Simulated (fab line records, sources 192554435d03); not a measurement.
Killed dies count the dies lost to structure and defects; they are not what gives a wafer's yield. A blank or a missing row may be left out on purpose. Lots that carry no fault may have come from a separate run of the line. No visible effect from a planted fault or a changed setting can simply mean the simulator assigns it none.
A sampling plan put to the test :: flow n5Finfet :: 13 faults told of in these records, all on one fab line, each judged by the records of the lots it struck
What counts as the plan is the set of the line's own looks, namely the steps on the route at which a gauge or an inspection reads a wafer and does not change it. A look is open to judgement when struck wafers have a number at it and the file gives its usual mean and standard deviation on fault-free wafers. Caught: the struck wafers' mean, at a look after the fault's first step, is 4 or more of those standard deviations (sigma) away from the usual mean. On the tool: the test repeated on the tool's own readings taken at the fault's steps. If the struck wafers alone have a blank record, or they carry another recipe, that too counts as caught.

## THE FAULTS, as the simulator had put them in
1. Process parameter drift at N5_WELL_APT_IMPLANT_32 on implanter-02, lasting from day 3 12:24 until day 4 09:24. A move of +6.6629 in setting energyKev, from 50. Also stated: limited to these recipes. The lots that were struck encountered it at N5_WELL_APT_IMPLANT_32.
2. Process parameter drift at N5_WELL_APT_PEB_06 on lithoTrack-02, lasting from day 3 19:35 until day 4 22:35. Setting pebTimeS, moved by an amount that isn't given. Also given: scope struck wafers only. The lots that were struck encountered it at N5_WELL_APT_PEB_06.
3. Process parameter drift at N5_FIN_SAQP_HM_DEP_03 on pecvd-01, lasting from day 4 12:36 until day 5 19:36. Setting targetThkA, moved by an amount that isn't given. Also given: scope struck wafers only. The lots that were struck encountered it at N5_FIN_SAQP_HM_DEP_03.
4. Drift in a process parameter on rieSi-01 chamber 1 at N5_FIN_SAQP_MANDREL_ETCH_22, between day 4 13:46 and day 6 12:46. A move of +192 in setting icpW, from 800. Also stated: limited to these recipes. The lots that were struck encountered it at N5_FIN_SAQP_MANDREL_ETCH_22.
5. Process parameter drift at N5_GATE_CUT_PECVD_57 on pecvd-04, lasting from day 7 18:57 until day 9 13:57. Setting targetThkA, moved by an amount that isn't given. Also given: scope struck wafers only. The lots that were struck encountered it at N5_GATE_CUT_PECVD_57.
6. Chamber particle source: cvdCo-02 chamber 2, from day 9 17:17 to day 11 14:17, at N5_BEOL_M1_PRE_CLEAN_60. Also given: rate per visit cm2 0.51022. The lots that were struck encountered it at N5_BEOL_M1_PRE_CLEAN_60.
7. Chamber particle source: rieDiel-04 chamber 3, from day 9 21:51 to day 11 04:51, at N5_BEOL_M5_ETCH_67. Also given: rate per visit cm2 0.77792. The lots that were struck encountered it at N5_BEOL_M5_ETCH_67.
8. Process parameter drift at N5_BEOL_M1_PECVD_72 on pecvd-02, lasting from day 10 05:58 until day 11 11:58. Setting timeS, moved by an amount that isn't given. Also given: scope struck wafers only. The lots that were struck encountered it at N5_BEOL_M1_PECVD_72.
9. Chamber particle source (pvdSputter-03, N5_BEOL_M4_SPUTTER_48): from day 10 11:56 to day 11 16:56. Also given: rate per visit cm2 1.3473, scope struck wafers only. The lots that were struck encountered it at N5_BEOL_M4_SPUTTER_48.
10. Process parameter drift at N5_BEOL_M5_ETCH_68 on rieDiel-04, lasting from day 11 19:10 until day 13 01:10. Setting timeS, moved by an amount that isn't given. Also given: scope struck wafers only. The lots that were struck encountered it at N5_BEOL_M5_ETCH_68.
11. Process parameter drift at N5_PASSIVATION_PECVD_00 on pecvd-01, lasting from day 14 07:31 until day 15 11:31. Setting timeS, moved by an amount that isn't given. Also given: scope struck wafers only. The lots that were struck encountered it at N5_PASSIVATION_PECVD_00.
12. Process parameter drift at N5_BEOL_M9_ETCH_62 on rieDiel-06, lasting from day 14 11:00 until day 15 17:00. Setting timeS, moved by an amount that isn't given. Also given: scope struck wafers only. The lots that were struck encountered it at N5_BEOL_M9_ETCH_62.
13. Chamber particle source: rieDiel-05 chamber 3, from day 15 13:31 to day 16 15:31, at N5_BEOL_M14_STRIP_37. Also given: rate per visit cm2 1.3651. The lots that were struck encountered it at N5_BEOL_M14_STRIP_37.

## WHAT THE PLAN SAW
fault: 1
on the tool itself: beamEnergyKeV +99 or beyond sigma
first look that catches it: no look after it can be judged
reading, sigma: -
median hours from its first step to that look: -
hours from the fault's start to the first struck lot there: -
judged looks passed uncaught: 0

fault: 2
on the tool itself: heaterPowerTotalW +74 sigma
first look that catches it: N5_WELL_APT_CD_MEAS_08
reading, sigma: cdNm -18
median hours from its first step to that look: 0.1
hours from the fault's start to the first struck lot there: 6
judged looks passed uncaught: 0

fault: 3
on the tool itself: under 2 sigma
first look that catches it: not the one look that can be judged after it
reading, sigma: strongest: thkNm at N5_FIN_SAQP_THK_MEAS_05, -3.0
median hours from its first step to that look: -
hours from the fault's start to the first struck lot there: -
judged looks passed uncaught: 1

fault: 4
on the tool itself: rfFwdPowerW +70 sigma
first look that catches it: not the one look that can be judged after it
reading, sigma: -
median hours from its first step to that look: -
hours from the fault's start to the first struck lot there: -
judged looks passed uncaught: 1

fault: 5
on the tool itself: under 2 sigma
first look that catches it: no look after it can be judged
reading, sigma: -
median hours from its first step to that look: -
hours from the fault's start to the first struck lot there: -
judged looks passed uncaught: 0

fault: 6
on the tool itself: under 2 sigma
first look that catches it: N5_BEOL_M1_INSPECT_59
reading, sigma: rawDefectCount +13
median hours from its first step to that look: 0.2
hours from the fault's start to the first struck lot there: 37
judged looks passed uncaught: 1

fault: 7
on the tool itself: under 2 sigma
first look that catches it: no look after it can be judged
reading, sigma: -
median hours from its first step to that look: -
hours from the fault's start to the first struck lot there: -
judged looks passed uncaught: 0

fault: 8
on the tool itself: under 2 sigma
first look that catches it: none of the 2 looks that can be judged after it
reading, sigma: -
median hours from its first step to that look: -
hours from the fault's start to the first struck lot there: -
judged looks passed uncaught: 2

fault: 9
on the tool itself: under 2 sigma
first look that catches it: no look after it can be judged
reading, sigma: -
median hours from its first step to that look: -
hours from the fault's start to the first struck lot there: -
judged looks passed uncaught: 0

fault: 10
on the tool itself: runLengthS +12 sigma
first look that catches it: no look after it can be judged
reading, sigma: -
median hours from its first step to that look: -
hours from the fault's start to the first struck lot there: -
judged looks passed uncaught: 0

fault: 11
on the tool itself: under 2 sigma
first look that catches it: no look after it can be judged
reading, sigma: -
median hours from its first step to that look: -
hours from the fault's start to the first struck lot there: -
judged looks passed uncaught: 0

fault: 12
on the tool itself: under 2 sigma
first look that catches it: no look after it can be judged
reading, sigma: -
median hours from its first step to that look: -
hours from the fault's start to the first struck lot there: -
judged looks passed uncaught: 0

fault: 13
on the tool itself: under 2 sigma
first look that catches it: not the one look that can be judged after it
reading, sigma: -
median hours from its first step to that look: -
hours from the fault's start to the first struck lot there: -
judged looks passed uncaught: 1
A dash: this means the fault isn't caught or the number doesn't appear in these records.

Caught at a look: 2 of 13. Caught on the tool: 4 of 13. By one or the other: 5 of 13.
Faults 1, 4, 10 were caught on the tool alone.
Caught at a look alone: fault 6.
Caught by neither: faults 3, 5, 7, 8, 9, 11, 12, 13.

## THINNER SAMPLING
Were the look that catches a fault to measure just every second or every third lot (counted by lot number), the first struck lot would, at worst, be measured this late:
fault: 2
struck lots at that look, in order of time: L301, L303, L304
every lot: 6 h
every second lot: 25 h
every third lot: may miss all 3

fault: 6
struck lots at that look, in order of time: L677
every lot: 37 h
every second lot: may miss it
every third lot: may miss it
The hour figures run from when the fault began to the first measured lot among those it struck. 4 sigma limit: tested on the pooled struck wafers, so a lone lot may be under it. Other struck lots may not be in these records.

## THE LONGEST TIMED WAY FROM STEP TO LOOK
Fault 6: a median of 0.2 hours passes between N5_BEOL_M1_PRE_CLEAN_60 and N5_BEOL_M1_INSPECT_59. The look between them that can be judged stayed within 4 sigma: N5_BEOL_M1_RS_MEAS_58.
